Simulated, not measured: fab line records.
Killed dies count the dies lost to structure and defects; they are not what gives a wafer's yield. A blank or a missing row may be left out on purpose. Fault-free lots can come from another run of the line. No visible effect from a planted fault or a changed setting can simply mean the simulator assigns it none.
Comparing a struck lot with a sound one    flow n5_finfet    36 steps out of a route of 1938
Sound: these wafers, L441.1, L441.2, L441.4. The struck wafers were L449.4, L449.5. The cause is named last.
For every step that has rows: the tool of each side, followed by ch and its chambers, followed by its first start. Under that, the readings that differ: sound wafers    struck wafers    difference of the means    sigmas: that difference in standard deviations of wafers without a fault.
alike: a reading whose means differ by less than 2 such deviations, as well as words and numbers matching on both sides. not compared: withheld readings; readings where some wafer has no value; bounds like >300 that might hide an equal value; numbers whose values overlap and for which the record gives no deviation.
The two part at a step that has a row with sigmas, a row that says differs or no value, or rows on one side only. Numbers that have no deviation but don't overlap get no sigmas and don't part them. Lack of a reading on every wafer of one side parts them only where that side has two or more wafers.

first, 8 steps without rows for these wafers: N5_BEOL_M6_SPUTTER_48 (material Cu, target thk 10 nm, time 1.667 s); N5_BEOL_M6_ECD_50 (material Cu, target thk 300 nm); N5_BEOL_M6_ANNEAL_51 (time 90 s); N5_BEOL_M6_CMP_52 (polishes, stops on SiCOH lowk, t overpolish 6.9 s, target thk 80 nm); N5_BEOL_M6_PRE_CLEAN_55 (time 15 s); N5_BEOL_M6_DEP_56 (deposits SiCN from 3MS/NH3, target thk 10 nm, time 17.5 s); N5_BEOL_M7_ILD_DEP_00 (deposits SiCOH lowk from DEMS/porogen, target thk 179.75 nm, time 33.4 s); N5_BEOL_M7_CURE_74 (cures SiCOH lowk, time 240 s).
N5_BEOL_M7_PECVD_70: deposits SiO2 from TEOS/O2, target thk 20 nm, time 22.7 s.
  sound on pecvd-02 ch 0,2, day 10 04:28; struck on pecvd-02 ch 0, day 12 05:29
reading                                     sound           struck     difference  sigmas
throttle_valve_pct (%)                      23.6 19.9 20.0  23.4 23.4  +2.2        +2
model.SiO2_of_BEOL_M7_PECVD_70.thk_nm (nm)  20.2 20.2 20.6  26.8 27    +6.6        
  alike: heater_power_w, showerhead_plenum_p_Torr, showerhead_vpp_V
then, 25 steps without rows for these wafers: N5_BEOL_M7_HM_DEP_02 (deposits TiN, target thk 20 nm); N5_BEOL_M7_COAT_59 (time 60 s, resist thk 100 nm); N5_BEOL_M7_COAT_60 (time 60 s, resist thk 35 nm); N5_BEOL_M7_COAT_05 (resist thk 90 nm); N5_BEOL_M7_EBR_07; N5_BEOL_M7_SOFTBAKE_06 (time 60 s); N5_BEOL_M7_EXPOSE_08 (exposes mask M7); N5_BEOL_M7_PEB_09 (peb time 60 s); N5_BEOL_M7_DEVELOP_10 (develop time 30 s); N5_BEOL_M7_DESCUM_16 (chemistry O2, time 7.9 s); N5_BEOL_M7_ETCH_61 (etches SiARC in CF4, target depth 45.5 nm, time 75.8 s); N5_BEOL_M7_ETCH_62 (etches SOC in N2/H2, target depth 110 nm, overetch 22 nm, time 165 s); N5_BEOL_M7_STRIP_68 (strips in N2/H2); N5_BEOL_M7_STRIP_67 (strips in CF4); N5_BEOL_M7_HM_OPEN_17 (chemistry Cl2/BCl3, target TiN, target depth 20 nm, overetch 6 nm); N5_BEOL_M7_STRIP_19 (strips in O2); N5_BEOL_M7_COAT_63 (time 60 s, resist thk 60 nm); N5_BEOL_M7_COAT_64 (time 60 s, resist thk 12 nm); N5_BEOL_M7_COAT_71 (time 60 s, resist thk 5 nm); N5_BEOL_M7_COAT_22 (resist thk 30 nm); N5_BEOL_M7_EBR_24; N5_BEOL_M7_SOFTBAKE_23 (time 60 s); N5_BEOL_M7_EXPOSE_25 (exposes mask V6, target cd 40 nm); N5_BEOL_M7_PEB_26 (peb time 60 s); N5_BEOL_M7_DEVELOP_27 (develop time 30 s).
N5_BEOL_M7_HM_STRIP_39: strips TiN in peroxide tin strip, target depth 25 nm, time 158 s.
  sound on wet_bench-05 ch 2,4,5, day 10 07:53; struck on wet_bench-05 ch 2,6, day 12 19:44
reading                                     sound       struck     difference  sigmas
model.SiO2_of_BEOL_M7_PECVD_70.thk_nm (nm)  20 20 20.4  26.8 26.8  +6.7        
N5_BEOL_M7_CMP_52: polishes, stops on SiCOH lowk, t overpolish 6.9 s, target thk 80 nm.
  sound on cmp-02 ch 0,1,3, day 10 09:59; struck on cmp-02 ch 2,3, day 12 21:19
reading                       sound           struck     difference  sigmas
barrier_field_endpoint_s (s)  29.2 29.0 30.8  36.8 35.9  +6.7        +9
  alike: motor_current_A

## WHERE THEY PART
First at N5_BEOL_M7_PECVD_70; last, within this record, at N5_BEOL_M7_CMP_52.

WHY: what had been put in by the simulator
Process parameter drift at N5_BEOL_M7_PECVD_70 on pecvd-02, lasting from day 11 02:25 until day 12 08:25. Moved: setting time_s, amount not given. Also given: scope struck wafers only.
